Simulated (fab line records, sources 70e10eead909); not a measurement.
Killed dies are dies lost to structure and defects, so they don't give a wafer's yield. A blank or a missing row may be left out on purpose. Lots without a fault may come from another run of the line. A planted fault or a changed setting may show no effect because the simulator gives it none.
Which tool did it? | flow nand_harc | 15 lots, 45 wafers sampled, at 2 steps of a route of 1302

WHAT THE GAUGES READ, wafer by wafer
NHARC_P_M1_THK_MEAS_24: measures by xrf. Usual: thk_nm 158.3 nm, standard deviation 1.7.
lot  | measured     | on            | thk_nm (nm)       | flag
L759 | day 7 08:13  | film_metro-01 | 158.8 158.7 160.7 |
L760 | day 7 09:34  | film_metro-02 | 159.5 159.8 162.4 |
L763 | day 8 19:11  | film_metro-01 | 157.0 158.5 160.7 |
L764 | day 9 10:48  | film_metro-02 | 156.2 161.6 156.5 |
L765 | day 9 12:38  | film_metro-02 | 160.2 157.8 159.7 |
L769 | day 11 16:18 | film_metro-01 | 159.1 158.4 158.1 |
L770 | day 11 16:23 | film_metro-02 | 154.6 159.4 159.6 |
L772 | day 12 08:58 | film_metro-02 | 160.4 159.0 157.8 |
L773 | day 13 01:24 | film_metro-01 | 158.6 160.7 158.2 |
L774 | day 13 03:19 | film_metro-01 | 156.2 157.5 159.8 |
L775 | day 13 21:04 | film_metro-01 | 158.0 158.3 155.7 |
L776 | day 14 04:08 | film_metro-01 | 156.3 158.0 158.5 |
L778 | day 14 21:56 | film_metro-02 | 157.1 158.7 157.4 |
L779 | day 15 11:35 | film_metro-01 | 158.1 160.8 159.9 |
L780 | day 15 17:48 | film_metro-01 | 155.6 160.9 156.4 |

WHICH TOOL RAN EACH LOT (tool, then ch and the chambers of the sampled wafers, then the start)
lot  | NHARC_P_M1_CMP_23
L759 | cmp-01 ch 0,2,3, day 7 07:56
L760 | cmp-01 ch 1,2, day 7 09:17
L763 | cmp-04 ch 0,2, day 8 18:53
L764 | cmp-01 ch 2,3, day 9 10:30
L765 | cmp-04 ch 0,2,3, day 9 12:19
L769 | cmp-02 ch 0,2,3, day 11 16:04
L770 | cmp-04 ch 1,2, day 11 16:06
L772 | cmp-02 ch 1,2,3, day 12 08:44
L773 | cmp-01 ch 0,2,3, day 13 01:05
L774 | cmp-04 ch 0,2,3, day 13 03:01
L775 | cmp-01 ch 0,1, day 13 20:47
L776 | cmp-02 ch 1,2,3, day 14 03:51
L778 | cmp-01 ch 0,1, day 14 21:37
L779 | cmp-01 ch 1,3, day 15 11:16
L780 | cmp-02 ch 2,3, day 15 17:29
- NHARC_P_M1_CMP_23: polishes, t overpolish 20 s, target thk 157.82 nm.

WHAT THE TOOLS THEMSELVES READ (means of the sampled wafers that have a number; where no wafer has one, the mark that the record gives instead)
NHARC_P_M1_CMP_23. Usual: motor_current_A 12.7 A, standard deviation 1.3; time_to_endpoint_s 30 s, standard deviation 3.1.
lot  | tool   | motor_current_A (A) | time_to_endpoint_s (s) | flag
L759 | cmp-01 | 11.4                | 34                     |
L760 | cmp-01 | 12.6                | 31                     |
L763 | cmp-04 | 14.3                | 30                     |
L764 | cmp-01 | 11.1                | 28                     |
L765 | cmp-04 | 13.7                | 29                     |
L769 | cmp-02 | 12.2                | 31                     |
L770 | cmp-04 | 13.2                | 26                     |
L772 | cmp-02 | 11.9                | 28                     |
L773 | cmp-01 | 11.7                | 31                     |
L774 | cmp-04 | 13.6                | 29                     |
L775 | cmp-01 | 12.8                | 29                     |
L776 | cmp-02 | 12.4                | 27                     |
L778 | cmp-01 | 12.7                | 31                     |
L779 | cmp-01 | 12.5                | 30                     |
L780 | cmp-02 | 12.6                | 27                     |

THE ANSWER, worked out from the rows above alone
Rule: a lot is off if the mean of its wafers that have a number lies more than 3 standard deviations from the usual mean. A lot without any number at a reading at which 4 lots or more have one is off too. The other lots that the step has rows for count as sound. The gauges are gone through in route order, then the tools' own readings, and for those a lot's mean is taken as printed above. The first step at which some lot is off is used, and at that step the reading that is off furthest; a lot without a number counts as furthest.
No lot is off at any reading shown: from this, nothing can be told.

WHAT THE SIMULATOR HAD PUT IN
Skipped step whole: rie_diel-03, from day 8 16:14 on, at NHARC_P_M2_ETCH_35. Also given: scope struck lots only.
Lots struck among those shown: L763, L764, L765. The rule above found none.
